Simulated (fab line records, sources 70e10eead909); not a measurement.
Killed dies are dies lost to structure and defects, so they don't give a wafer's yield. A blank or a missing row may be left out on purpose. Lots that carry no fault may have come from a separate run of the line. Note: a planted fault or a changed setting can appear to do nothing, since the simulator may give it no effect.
Matching of chambers -- flow nand harc -- 4 sister chambers for NHARC_A_BLC_ALD_23 on ald metal-04
The step deposits TiN, target thk 3 nm, pulse time 1 s, ald cycles 150. 4 wafers are shown with their chamber, then 7 later ones without.

WAFERS WITH THEIR CHAMBER
wafer,chamber,heater power w (W)
L082.3,3,1185
L087.3,2,1051
L088.1,1,1068
L088.4,0,1095

WAFERS WITHOUT THEIR CHAMBER
wafer,heater power w (W)
L088.6,1156
L089.3,1044
L089.4,1016
L089.6,1174
L092.1,1069
L092.4,1085
L092.5,1066

THE CHAMBER EACH PASSED THROUGH
wafer,from the rows above,in truth
L088.6,can't be placed: 3 or 0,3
L089.3,can't be placed: 2 or 1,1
L089.4,can't be placed: 2 or 1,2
L089.6,3,3
L092.1,can't be placed: 1 or 2 or 0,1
L092.4,can't be placed: 0 or 1 or 2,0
L092.5,can't be placed: 1 or 2 or 0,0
Correctly placed: 1 of 7. These rows do not allow placing 6 (true chamber among the candidates in 6). Number placed wrongly: 0.
How it was worked out, from the rows above alone: a wafer's distance from a chamber is the root of the sum, over the readings, of the square of ((its reading less the chamber's mean) divided by the reading's scatter). The wafer belongs to the nearest chamber; if the next one is less than 2 further off, it can't be placed. A chamber's mean is the mean of its shown wafers. The scatter: root of mean squared gap, hidden wafer to nearest shown wafer, with one shown wafer a chamber.
